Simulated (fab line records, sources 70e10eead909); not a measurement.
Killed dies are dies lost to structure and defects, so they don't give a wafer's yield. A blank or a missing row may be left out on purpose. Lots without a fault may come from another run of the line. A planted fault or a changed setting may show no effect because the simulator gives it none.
Which tool did it? | flow nand_harc | 12 lots, 36 wafers sampled, at 4 steps of a route of 1302

WHAT THE GAUGES READ, wafer by wafer
The record holds no reading of a measuring or inspecting step that can be judged against a usual standard deviation.

WHICH TOOL RAN EACH LOT (tool, then ch and the chambers of the sampled wafers, then the start)
lot  | NHARC_A_STAIRCASE_ETCH_21                     | NHARC_A_STAIRCASE_ETCH_27                     | NHARC_A_STAIRCASE_STRIP_175          | NHARC_A_STAIRCASE_ETCH_192
L252 | rie_diel-04 ch 0,1,2, day 15 16:56 or earlier | rie_diel-04 ch 1,2, day 15 16:56 or earlier   | plasma_asher-01 ch 0,1, day 15 16:56 | rie_diel-13 ch 2,3, day 15 19:14
L253 | rie_diel-13 ch 0,1,2, day 16 11:16 or earlier | rie_diel-13 ch 0,1,2, day 16 11:16 or earlier | plasma_asher-01 ch 0,1, day 16 11:16 | rie_diel-13 ch 0,1,2, day 16 13:32
L261 | rie_diel-02 ch 1,2,3, day 20 09:22 or earlier | rie_diel-02 ch 1,2, day 20 09:22 or earlier   | plasma_asher-02 ch 0,1, day 20 09:22 | rie_diel-13 ch 0,2,3, day 20 11:34
L262 | rie_diel-13 ch 0,1,2, day 20 13:48 or earlier | rie_diel-13 ch 1,2,3, day 20 13:48 or earlier | plasma_asher-01 ch 0,1, day 20 13:48 | rie_diel-13 ch 0,2, day 20 16:50
L263 | rie_diel-13 ch 1,2, day 20 20:01 or earlier   | rie_diel-13 ch 1,2,3, day 20 20:01 or earlier | plasma_asher-01 ch 0,1, day 20 20:01 | rie_diel-04 ch 0,1, day 20 22:16
L265 | rie_diel-04 ch 0,1,2, day 21 20:58 or earlier | rie_diel-04 ch 0,1,3, day 21 20:58 or earlier | plasma_asher-01 ch 0,1, day 21 20:58 | rie_diel-04 ch 0,1,2, day 21 23:09
L268 | rie_diel-02 ch 0,2,3, day 22 16:48 or earlier | rie_diel-02 ch 0,2,3, day 22 16:48 or earlier | plasma_asher-02 ch 0,1, day 22 16:48 | rie_diel-04 ch 0,2,3, day 22 19:02
L267 | rie_diel-04 ch 0,1, day 22 21:07 or earlier   | rie_diel-04 ch 1,3, day 22 21:07 or earlier   | plasma_asher-02 ch 0,1, day 22 21:07 | rie_diel-04 ch 0,2,3, day 23 02:41
L271 | rie_diel-13 ch 1,3, day 24 07:06 or earlier   | rie_diel-13 ch 0,3, day 24 07:06 or earlier   | plasma_asher-01 ch 0,1, day 24 07:06 | rie_diel-04 ch 0,2, day 24 09:20
L272 | rie_diel-13 ch 1,2,3, day 25 01:58 or earlier | rie_diel-13 ch 0,2, day 25 01:58 or earlier   | plasma_asher-01 ch 0,1, day 25 01:58 | rie_diel-13 ch 1,2, day 25 04:10
L273 | rie_diel-04 ch 1,3, day 25 00:44 or earlier   | rie_diel-04 ch 1,3, day 25 00:44 or earlier   | plasma_asher-01 ch 0,1, day 25 00:44 | rie_diel-13 ch 2,3, day 25 03:00
L274 | rie_diel-13 ch 0,1,2, day 25 04:05 or earlier | rie_diel-13 ch 0,1,3, day 25 04:05 or earlier | plasma_asher-01 ch 1, day 25 04:05   | rie_diel-13 ch 0,3, day 25 06:53
- NHARC_A_STAIRCASE_ETCH_21: etches the open film in C4F8/O2, target depth 100 nm, time 40.5 s.
- NHARC_A_STAIRCASE_ETCH_27: etches the open film in C4F8/O2, target depth 100 nm, time 40.5 s.
- NHARC_A_STAIRCASE_STRIP_175: strips in O2.
- NHARC_A_STAIRCASE_ETCH_192: etches the open film in C4F8/O2, target depth 100 nm, time 40.5 s.

WHAT THE TOOLS THEMSELVES READ (means of the sampled wafers that have a number; where no wafer has one, the mark that the record gives instead)
NHARC_A_STAIRCASE_ETCH_21. Usual: oes_product_au 0.951 a.u., standard deviation 0.017; rf_fwd_power_W 591.4 W, standard deviation 2.9; rf_vpp_V 897 V, standard deviation 4.6; run_length_s 61.7 s, standard deviation 0.4.
lot  | tool        | oes_product_au (a.u.) | rf_fwd_power_W (W) | rf_vpp_V (V) | run_length_s (s) | flag
L252 | rie_diel-04 | 0.929                 | 591.3              | 900          | 61.4             |
L253 | rie_diel-13 | 0.939                 | 590.7              | 897          | 61.6             |
L261 | rie_diel-02 | 0.958                 | 595.0              | 895          | 62.1             |
L262 | rie_diel-13 | 0.967                 | 590.9              | 896          | 61.6             |
L263 | rie_diel-13 | 0.940                 | 590.5              | 899          | 61.6             |
L265 | rie_diel-04 | 0.979                 | 591.0              | 898          | 61.4             |
L268 | rie_diel-02 | 0.953                 | 592.4              | 900          | 62.1             |
L267 | rie_diel-04 | 0.947                 | 592.2              | 898          | 61.8             |
L271 | rie_diel-13 | 0.940                 | 594.3              | 897          | 61.8             |
L272 | rie_diel-13 | 0.945                 | 590.3              | 895          | 61.5             |
L273 | rie_diel-04 | 0.946                 | 589.5              | 899          | 61.7             |
L274 | rie_diel-13 | 0.952                 | 587.3              | 896          | 61.4             |

NHARC_A_STAIRCASE_ETCH_27. Usual: oes_product_au 0.946 a.u., standard deviation 0.015; rf_fwd_power_W 591.4 W, standard deviation 2.8; rf_vpp_V 897 V, standard deviation 4.8; run_length_s 61.7 s, standard deviation 0.41.
lot  | tool        | oes_product_au (a.u.) | rf_fwd_power_W (W) | rf_vpp_V (V) | run_length_s (s) | flag
L252 | rie_diel-04 | 0.940                 | 589.0              | 899          | 61.1             |
L253 | rie_diel-13 | 0.950                 | 588.5              | 897          | 61.5             |
L261 | rie_diel-02 | 0.932                 | 593.2              | 899          | 61.6             |
L262 | rie_diel-13 | 0.946                 | 590.6              | 897          | 61.8             |
L263 | rie_diel-13 | 0.942                 | 591.3              | 896          | 61.6             |
L265 | rie_diel-04 | 0.955                 | 592.9              | 899          | 61.8             |
L268 | rie_diel-02 | 0.959                 | 591.1              | 900          | 62.0             |
L267 | rie_diel-04 | 0.951                 | 591.6              | 900          | 61.8             |
L271 | rie_diel-13 | 0.927                 | 591.1              | 895          | 62.0             |
L272 | rie_diel-13 | 0.925                 | 588.6              | 891          | 61.5             |
L273 | rie_diel-04 | 0.948                 | 594.1              | 899          | 61.9             |
L274 | rie_diel-13 | 0.937                 | 591.0              | 898          | 62.0             |

NHARC_A_STAIRCASE_STRIP_175. Usual: drypump_motor_current_A 5.9 A, standard deviation 0.49; heater_power_w 321 W, standard deviation 37.
lot  | tool            | drypump_motor_current_A (A) | heater_power_w (W) | flag
L252 | plasma_asher-01 | 6.2                         | 304                |
L253 | plasma_asher-01 | 6.2                         | 305                |
L261 | plasma_asher-02 | 5.8                         | 360                |
L262 | plasma_asher-01 | 6.2                         | 306                |
L263 | plasma_asher-01 | 5.9                         | 293                |
L265 | plasma_asher-01 | 6.2                         | 304                |
L268 | plasma_asher-02 | 5.5                         | 358                |
L267 | plasma_asher-02 | 5.5                         | 352                |
L271 | plasma_asher-01 | 5.9                         | 282                |
L272 | plasma_asher-01 | 5.9                         | 281                |
L273 | plasma_asher-01 | 5.9                         | 282                |
L274 | plasma_asher-01 | 6.5                         | 315                |

NHARC_A_STAIRCASE_ETCH_192. Usual: oes_product_au 0.945 a.u., standard deviation 0.015; rf_fwd_power_W 591.0 W, standard deviation 2.9; rf_vpp_V 897 V, standard deviation 4.9; run_length_s 61.7 s, standard deviation 0.38.
lot  | tool        | oes_product_au (a.u.) | rf_fwd_power_W (W) | rf_vpp_V (V) | run_length_s (s) | flag
L252 | rie_diel-13 | 0.936                 | 589.7              | 892          | 61.4             |
L253 | rie_diel-13 | 0.938                 | 589.1              | 897          | 61.7             |
L261 | rie_diel-13 | 0.941                 | 590.1              | 894          | 63.4             | OFF
L262 | rie_diel-13 | 0.929                 | 591.6              | 894          | 63.6             | OFF
L263 | rie_diel-04 | 0.948                 | 592.0              | 898          | 61.9             |
L265 | rie_diel-04 | 0.950                 | 591.0              | 899          | 61.6             |
L268 | rie_diel-04 | 0.951                 | 592.3              | 899          | 61.4             |
L267 | rie_diel-04 | 0.963                 | 592.0              | 898          | 61.3             |
L271 | rie_diel-04 | 0.976                 | 591.2              | 898          | 61.5             |
L272 | rie_diel-13 | 0.942                 | 588.1              | 893          | 61.6             |
L273 | rie_diel-13 | 0.935                 | 589.4              | 890          | 61.3             |
L274 | rie_diel-13 | 0.944                 | 592.0              | 895          | 61.7             |

THE ANSWER, worked out from the rows above alone
Rule: a lot is off if the mean of its wafers that have a number lies more than 3 standard deviations from the usual mean. A lot without any number at a reading at which 4 lots or more have one is off too. The other lots that the step has rows for count as sound. The gauges are gone through in route order, then the tools' own readings, and for those a lot's mean is taken as printed above. The first step at which some lot is off is used, and at that step the reading that is off furthest; a lot without a number counts as furthest.
Off: L261, L262, at NHARC_A_STAIRCASE_ETCH_192 (run_length_s).
A tool fits if, at that step or a process step before it, it ran every lot that is off, and no sound lot after the first of them. NHARC_A_STAIRCASE_ETCH_21 gives no start for some lots, so the hours and the order of its lots are those of NHARC_A_STAIRCASE_STRIP_175. NHARC_A_STAIRCASE_ETCH_27 gives no start for some lots, so the hours and the order of its lots are those of NHARC_A_STAIRCASE_STRIP_175. None of those tried fits.

WHAT THE SIMULATOR HAD PUT IN
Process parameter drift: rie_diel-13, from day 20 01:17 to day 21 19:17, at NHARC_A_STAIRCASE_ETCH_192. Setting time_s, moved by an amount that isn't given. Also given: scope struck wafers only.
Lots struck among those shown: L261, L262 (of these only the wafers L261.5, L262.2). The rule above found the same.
